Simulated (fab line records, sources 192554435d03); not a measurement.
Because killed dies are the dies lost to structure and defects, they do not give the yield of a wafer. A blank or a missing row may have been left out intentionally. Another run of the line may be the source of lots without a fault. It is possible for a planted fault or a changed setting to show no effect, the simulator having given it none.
Problem report in the 8D (eight disciplines) form, filled by code    flow n5Finfet    the parts of the form that need people (team, actions taken, sign-off) are left out

1. WHAT IS WRONG
Wafers with no fault read 408.4 s with a standard deviation of 0.48, whereas runLengthS at N5_PASSIVATION_PASS_ETCH_47 reads a mean of 376.7 s on 1 wafer of 1 lot. That is -66 standard deviations from the usual mean.
The step: etches SiNx in CF4/O2, target depth 770 nm, time 385 s.
First observed at day 16 05:08: wafer L463.6, on rieDiel-06. The record holds 15 wafers of 5 lots with a number at this step. Rule for "out" (also "out of limits"): further than 4 standard deviations from the usual mean. Any other wafer with a number is counted as sound.

2. WHAT IT IS, AND WHAT IT ISN'T
question                     is                 is not
which readings at this step  runLengthS         drypumpMotorCurrentA, oes_o_777_au, oesProductAu, rfVppV, showerheadPlenumPTorr, throttleValvePct
which lots                   L463               L450, L453, L467, L471
which wafers of those lots   L463.6             L463.3, L463.4
read on which tools          rieDiel-06         rieDiel-05
when                         from day 16 05:08  up to then (8 sound wafers); but 6 sound wafers of L467, L471 came after

3. WHAT RULES OUT EACH SUSPECT
Counting: a tool at a process step up to the reading stays a suspect if it ran every lot that is out. Sound lots after the first of them don't rule it out here, since some wafers of a struck lot are sound.
- rieDiel-06 at N5_PASSIVATION_DESCUM_46 (chemistry O2, time 7.9 s): kept. The lot that is out, L463, ran on it at day 16 05:06; the last sound lot it ran before that was L453, at day 14 02:09.
- rieDiel-06 at N5_PASSIVATION_PASS_ETCH_47 (etches SiNx in CF4/O2, target depth 770 nm, time 385 s): kept. The lot that is out, L463, ran on it at day 16 05:08; the last sound lot it ran before that was L453, at day 14 02:11. On those wafers its own readings are out: runLengthS.
- rieDiel-06, N5_PASSIVATION_DESCUM_46: wafers that are out in chamber 2, sound lot-mates in chambers 0, 1.
- rieDiel-06, N5_PASSIVATION_PASS_ETCH_47: wafers that are out in chamber 2, sound lot-mates in chambers 0, 1.
What counting leaves: rieDiel-06 at N5_PASSIVATION_DESCUM_46 and rieDiel-06 at N5_PASSIVATION_PASS_ETCH_47.

4. THE CAUSE (what the simulator had put in)
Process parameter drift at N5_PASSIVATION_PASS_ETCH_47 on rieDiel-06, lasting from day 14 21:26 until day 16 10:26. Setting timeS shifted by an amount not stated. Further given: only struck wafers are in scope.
This tool is one of the 2 suspects left after counting.

5. THE EFFECT CHAIN, in route order
One row per reading whose mean, taken over the struck wafers that have a number, lies over 3 standard deviations from the usual. Only readings whose record carries a usual standard deviation are examined. hours: median over the lots of the time between each lot's start at the first step of this table that gives one and its start at this step. sigmas: the change, counted in usual standard deviations.
hours  step                         reading     usual    on struck wafers  change  sigmas
0      N5_PASSIVATION_PASS_ETCH_47  runLengthS  408.4 s  376.7             -31.7   -66
Process steps it contains:
- N5_PASSIVATION_PASS_ETCH_47: etches SiNx in CF4/O2, target depth 770 nm, time 385 s.

6. WHAT WOULD HAVE CAUGHT IT SOONER
32 hours passed between the start of the fault at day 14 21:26 and the first reading out of limits in this record, taken at day 16 05:08.
